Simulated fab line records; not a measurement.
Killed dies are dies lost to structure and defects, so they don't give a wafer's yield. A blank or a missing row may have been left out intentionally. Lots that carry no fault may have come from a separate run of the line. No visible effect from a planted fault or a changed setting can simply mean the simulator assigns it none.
fab line records	flow n5-finfet
record lots=11	wafers=31	last-day=17
route steps=1938 shown BEOL_M1@829 BEOL_M4@1111
lots that met no fault: taken from a fault-free run of the same line
start-h: the number of hours between the record's first day and the start of the first shown wafer of the lot	wait-h: time in hours since the lot's previous step	" same as the row above	L1.1+2: one row covering several wafers at once	- either no value or no given start	* or withheld: withheld	< > ~ a bound
route shown NAME@n: a module of which the file shows steps, and the number in the route of the first	usual: average and standard deviation across the fault-free wafers	same: alike in all rows	chamber/n: place in a boat	sites: per-site readings	_std_site: their standard deviation	_edge_site: inner sites' mean taken away from outer sites' mean	radius-mm: for every site, how far away it sits from the centre of the wafer	mask NAME#n: copy n	behind: the tool/chamber that last shaped the wafer	hold: the reason the lot was held/the length of the hold in hours/how it ended	device: which transistor (n, p or np) failed to switch	end of line: tests of these same wafers at the route's end	a step without rows: its recipe alone	killed: count of dies lost to structure and defects at first sort (not the wafer's yield)	map: per-die view of a wafer (x killed, . not killed, _ where there is no die)
set.NAME: the setting as run; set.NAME@STEP: as run at that earlier step	model.NAME: the simulator's own value behind a step, which no gauge read
one table for each step of the route and one row for each wafer, over a sample of lots
services: a tool's chamber out of use, with start hour (start-h, from the record's first day; less than 0 if before it), hours out, and reason
## steps
# step N5_BEOL_M1_ANNEAL_95
# recipe temp-c=400	time-s=240	ambient=vacuum
# usual heater-power-w=809/60	susceptor-temp-C=399.99/0.23
lot.wafer	tool	chamber	start-h	wait-h	heater-power-w	susceptor-temp-C
L454.2	pvd-sputter-03	-	154.47	0.0	792	399.94
L454.3	"	-	"	"	738	399.90
L454.4	"	-	"	"	795	399.97
L456.3	pvd-sputter-02	-	168.48	0.0	778	399.62
L456.4	"	-	"	"	769	400.29
L456.6	"	-	"	"	769	400.00
L457.3	pvd-sputter-02	-	173.16	0.0	768	399.89
L457.4	"	-	"	"	760	400.31
L457.6	"	-	"	"	754	400.45
L460.2	pvd-sputter-03	-	188.48	0.0	-	-
L460.3	"	-	"	"	-	-
L460.4	"	-	"	"	-	-
L461.1	pvd-sputter-02	-	197.14	0.0	-	-
L461.4	"	-	"	"	-	-
L461.5	"	-	"	"	-	-
L466.1	pvd-sputter-03	-	234.88	0.0	807	400.02
L466.3	"	-	"	"	793	399.94
L466.5	"	-	"	"	793	399.91
L468.2	pvd-sputter-03	-	245.96	0.0	764	399.61
L468.6	"	-	"	"	705	400.52
L470.1	pvd-sputter-02	-	247.25	0.0	746	400.18
L470.5	"	-	"	"	943	399.82
L470.6	"	-	"	"	779	400.23
L469.2	pvd-sputter-03	-	247.80	0.0	710	400.18
L469.3	"	-	"	"	806	399.86
L471.1	pvd-sputter-02	-	252.67	0.0	786	400.11
L471.2	"	-	"	"	914	400.31
L471.5	"	-	"	"	774	399.87
L473.3	pvd-sputter-01	-	269.21	0.0	837	400.04
L473.5	"	-	"	"	823	399.73
L473.6	"	-	"	"	846	400.39
# step N5_BEOL_M1_SPUTTER_96
# recipe material=Cu	target-thk-a=45	temp-c=-20	chamber-pressure-pa=0.07	power-w=withheld	time-s=8.29
# usual susceptor-temp-C=-19.99/0.091	throttle-valve-pct=29.8/1
lot.wafer	tool	chamber	start-h	wait-h	susceptor-temp-C	throttle-valve-pct
L454.2	pvd-sputter-03	-	154.61	0.1	-20.11	30.0
L454.3	"	-	"	"	-20.03	30.1
L454.4	"	-	"	"	-20.14	29.4
L456.3	pvd-sputter-02	-	168.62	0.1	-19.99	29.5
L456.4	"	-	"	"	-19.99	31.2
L456.6	"	-	"	"	-19.95	30.8
L457.3	pvd-sputter-02	-	173.30	0.1	-19.86	31.1
L457.4	"	-	"	"	-19.90	29.7
L457.6	"	-	"	"	-20.02	29.5
L460.2	pvd-sputter-03	-	188.62	0.1	-20.05	29.4
L460.3	"	-	"	"	-20.05	30.0
L460.4	"	-	"	"	-19.85	30.3
L461.1	pvd-sputter-02	-	197.28	0.1	-19.96	30.8
L461.4	"	-	"	"	-20.05	27.8
L461.5	"	-	"	"	-20.07	29.7
L466.1	pvd-sputter-03	-	235.02	0.1	-19.97	29.6
L466.3	"	-	"	"	-19.92	30.0
L466.5	"	-	"	"	-20.14	29.6
L468.2	pvd-sputter-03	-	246.10	0.1	-19.95	30.0
L468.6	"	-	"	"	-19.84	30.3
L470.1	pvd-sputter-02	-	247.39	0.1	-19.93	30.9
L470.5	"	-	"	"	-20.08	27.9
L470.6	"	-	"	"	-20.01	29.7
L469.2	pvd-sputter-03	-	247.94	0.1	-20.08	30.3
L469.3	"	-	"	"	-20.12	29.4
L471.1	pvd-sputter-02	-	252.81	0.1	-19.97	29.7
L471.2	"	-	"	"	-19.86	27.8
L471.5	"	-	"	"	-20.03	29.6
L473.3	pvd-sputter-01	-	269.35	0.1	-20.00	29.0
L473.5	"	-	"	"	-20.03	31.5
L473.6	"	-	"	"	-19.87	29.2
# step N5_BEOL_M1_ANNEAL_51
# recipe temp-c=225	time-s=90	ambient=N2
# usual anneal-temp-c=225.02/0.15	anneal-temp-c-max=226.06/0.23	wafer_temp_C_max=226.26/0.28
lot.wafer	tool	chamber	start-h	wait-h	anneal-temp-c	anneal-temp-c-max	wafer_temp_C_max
L454.2	rtp-anneal-02	0	154.87	0.1	224.96	226.00	226.48
L454.3	"	0	"	"	225.02	225.96	226.34
L454.4	"	0	"	"	225.18	226.32	226.08
L456.3	rtp-anneal-02	0	168.91	0.1	224.95	225.90	226.15
L456.4	"	0	"	"	224.97	225.97	226.18
L456.6	"	0	"	"	225.22	226.25	226.05
L457.3	rtp-anneal-02	0	173.59	0.1	225.11	226.13	226.71
L457.4	"	0	"	"	225.30	226.58	226.28
L457.6	"	0	"	"	225.04	226.27	226.37
L460.2	rtp-anneal-01	0	189.01	0.3	224.95	225.91	226.30
L460.3	"	0	"	"	224.87	225.95	226.01
L460.4	"	0	"	"	225.14	226.27	226.41
L461.1	rtp-anneal-02	0	199.88	2.5	225.00	225.92	226.50
L461.4	"	0	"	"	225.02	226.03	226.30
L461.5	"	0	"	"	224.97	225.89	226.55
L466.1	rtp-anneal-01	0	235.30	0.2	225.22	226.28	226.39
L466.3	"	0	"	"	225.41	226.52	226.37
L466.5	"	0	"	"	225.28	226.64	226.18
L468.2	rtp-anneal-02	0	246.34	0.1	225.12	226.19	226.09
L468.6	"	0	"	"	225.14	226.08	227.08
L470.1	rtp-anneal-02	0	247.58	0.1	224.90	225.91	226.23
L470.5	"	0	"	"	224.94	225.79	226.50
L470.6	"	0	"	"	224.89	225.74	226.07
L469.2	rtp-anneal-01	0	248.18	0.1	224.87	226.29	225.96
L469.3	"	0	"	"	224.85	225.67	225.88
L471.1	rtp-anneal-02	0	253.00	0.1	224.77	225.96	226.18
L471.2	"	0	"	"	224.98	226.16	226.68
L471.5	"	0	"	"	224.88	225.74	227.05
L473.3	rtp-anneal-01	0	269.63	0.1	224.88	225.82	226.74
L473.5	"	0	"	"	225.02	226.18	226.05
L473.6	"	0	"	"	225.03	226.11	226.32
# step N5_BEOL_M1_CO_CAP_55
# recipe material=Co	target-thk-a=20	temp-c=200	precursor=CCTBA/H2	pressure-torr=30	time-s=102.1
# usual heater-power-w=244/24	susceptor-temp-C=200.02/0.17
lot.wafer	tool	chamber	start-h	wait-h	heater-power-w	susceptor-temp-C
L454.2	cvd-co-02	2	155.70	0.0	240	200.00
L454.3	"	1	"	"	198	200.36
L454.4	"	1	"	"	207	200.15
L456.3	cvd-co-02	1	169.48	0.0	197	199.80
L456.4	"	1	"	"	204	199.98
L456.6	"	0	"	"	251	200.17
L457.3	cvd-co-01	1	174.22	0.1	267	200.19
L457.4	"	0	"	"	258	200.22
L457.6	"	0	"	"	271	200.22
L460.2	cvd-co-01	0	189.89	0.0	267	200.16
L460.3	"	1	"	"	260	199.98
L460.4	"	0	"	"	269	200.07
L461.1	cvd-co-02	2	200.82	0.0	236	200.17
L461.4	"	0	"	"	254	200.10
L461.5	"	2	"	"	233	200.34
L466.1	cvd-co-02	2	236.74	0.0	235	200.12
L466.3	"	1	"	"	195	200.15
L466.5	"	1	"	"	200	200.17
L468.2	cvd-co-01	0	246.99	0.0	273	200.01
L468.6	"	0	"	"	267	200.32
L470.1	cvd-co-02	0	248.25	0.0	251	200.06
L470.5	"	1	"	"	201	200.20
L470.6	"	2	"	"	230	200.07
L469.2	cvd-co-01	0	248.83	0.0	267	199.95
L469.3	"	0	"	"	272	200.03
L471.1	cvd-co-01	0	253.69	0.0	267	199.89
L471.2	"	1	"	"	262	199.91
L471.5	"	1	"	"	266	199.94
L473.3	cvd-co-01	1	270.26	0.1	264	199.57
L473.5	"	1	"	"	265	199.61
L473.6	"	0	"	"	260	200.03
# step N5_BEOL_M4_RC_MEAS_101
# usual DIBL_N=36.1/2	DIBL_P=36.3/2.4	IOFF_N=0.15/0.035	IOFF_P=0.21/0.039	ION_N=672/15	ION_P=463/9.7	SS_N=71.5/0.7	SS_P=73.2/0.75	VT_N=251/3.6	VT_P=-250/3.8
lot.wafer	tool	chamber	start-h	wait-h	DIBL_N[mV/V]	DIBL_P[mV/V]	IOFF_N[nA/um]	IOFF_P[nA/um]	ION_N[uA/um]	ION_P[uA/um]	SS_N[mV/dec]	SS_P[mV/dec]	VT_N[mV]	VT_P[mV]
L454.2	prober-01	0	196.05	0.2	34.1	36.1	0.14	0.20	670	461	71.1	72.7	248	-250
L454.3	"	0	"	"	37.2	39.6	0.17	0.26	664	463	71.7	73.7	250	-250
L454.4	"	0	"	"	35.7	36.1	0.15	0.19	660	458	72.0	72.8	251	-252
L456.3	prober-02	0	206.71	0.3	39.7	39.7	0.20	0.22	671	456	72.8	74.2	247	-252
L456.4	"	0	"	"	37.9	38.4	0.16	0.20	676	462	72.7	73.3	250	-257
L456.6	"	0	"	"	37.7	38.9	0.17	0.20	669	453	72.5	73.7	249	-253
L457.3	prober-01	0	214.52	0.8	35.6	35.5	0.15	0.21	667	464	71.7	73.1	250	-248
L457.4	"	0	"	"	33.7	34.3	0.15	0.19	670	457	70.9	72.5	249	-248
L457.6	"	0	"	"	35.2	35.2	0.16	0.21	677	461	71.2	73.4	246	-249
L460.2	prober-01	0	221.44	0.2	34.6	34.5	0.12	0.15	653	442	72.0	72.8	256	-254
L460.3	"	0	"	"	36.7	38.1	0.17	0.21	671	457	72.0	73.1	248	-253
L460.4	"	0	"	"	38.2	38.4	0.17	0.20	670	453	71.8	73.3	253	-254
L461.1	prober-02	0	239.84	0.0	37.0	37.7	0.18	0.24	682	470	72.2	73.9	246	-246
L461.4	"	0	"	"	35.4	35.9	0.15	0.23	683	471	72.4	73.6	248	-249
L461.5	"	0	"	"	38.6	39.9	0.22	0.30	697	473	72.5	74.0	246	-245
L466.1	prober-02	0	276.00	0.0	33.3	33.1	0.13	0.18	667	452	70.4	72.3	250	-254
L466.3	"	0	"	"	38.0	38.7	0.20	0.27	680	462	72.8	73.7	247	-248
L466.5	"	0	"	"	34.9	33.5	0.13	0.17	664	451	72.6	73.3	253	-250
L468.2	prober-02	0	284.55	0.2	40.0	41.2	0.21	0.27	683	461	72.2	74.7	249	-249
L468.6	"	0	"	"	42.3	42.9	0.26	0.31	692	468	73.1	75.0	243	-245
L469.2	prober-01	0	284.75	0.2	36.2	37.2	0.15	0.19	660	455	71.9	73.4	251	-253
L469.3	"	0	"	"	37.4	38.7	0.18	0.21	691	469	71.7	73.3	248	-250
L470.1	prober-02	0	287.61	0.0	36.1	38.5	0.17	0.24	673	474	71.7	74.1	250	-250
L470.5	"	0	"	"	34.5	35.5	0.14	0.20	666	462	72.0	73.4	250	-251
L470.6	"	0	"	"	33.7	33.6	0.12	0.17	662	456	71.0	72.7	252	-255
L471.1	prober-01	0	306.77	0.0	37.0	37.2	0.18	0.24	672	458	72.1	73.5	248	-250
L471.2	"	0	"	"	32.3	31.4	0.10	0.15	652	457	70.9	71.8	258	-254
L471.5	"	0	"	"	34.5	34.8	0.14	0.21	665	458	71.1	72.5	252	-249
L473.3	prober-02	0	306.90	0.3	37.6	36.7	0.17	0.24	673	467	71.1	74.5	249	-247
L473.5	"	0	"	"	35.1	33.4	0.13	0.19	661	461	70.7	72.1	252	-249
L473.6	"	0	"	"	38.3	38.3	0.19	0.27	701	481	71.2	73.5	247	-243
## services
tool	chamber	start-h	hours	kind
cvd-co-01	0	130.80	2.9	repair
cvd-co-01	2	149.45	242.0	repair
cvd-co-01	-	153.22	14.6	pm
cvd-co-02	0	170.03	4.6	repair
cvd-co-01	-	176.37	1.5	repair
cvd-co-01	-	187.30	0.4	repair
cvd-co-02	-	201.09	1.2	repair
cvd-co-02	2	210.82	15.3	repair
## key
first-sign step=N5_BEOL_M1_ANNEAL_95	reading=tool-record	direction=missing
effect none on later readings
met-at N5_BEOL_M1_ANNEAL_95
struck-lots L460,L461
baseline-loss step=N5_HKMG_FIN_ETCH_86	wafers=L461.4
not-acting-at N5_BEOL_M1_SPUTTER_96,N5_BEOL_M1_ANNEAL_51,N5_BEOL_M1_CO_CAP_55
onset-between 173.16 188.48
fault kind=skipped-step-whole	tool=pvd-sputter-02,pvd-sputter-03	chamber=-	onset-h=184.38	steps=N5_BEOL_M1_ANNEAL_95	scope=struck-lots-only
# baseline-loss: these wafers lose ten dies or more at that step, a loss of the line's own and not of a fault; the sort's usual values leave them out
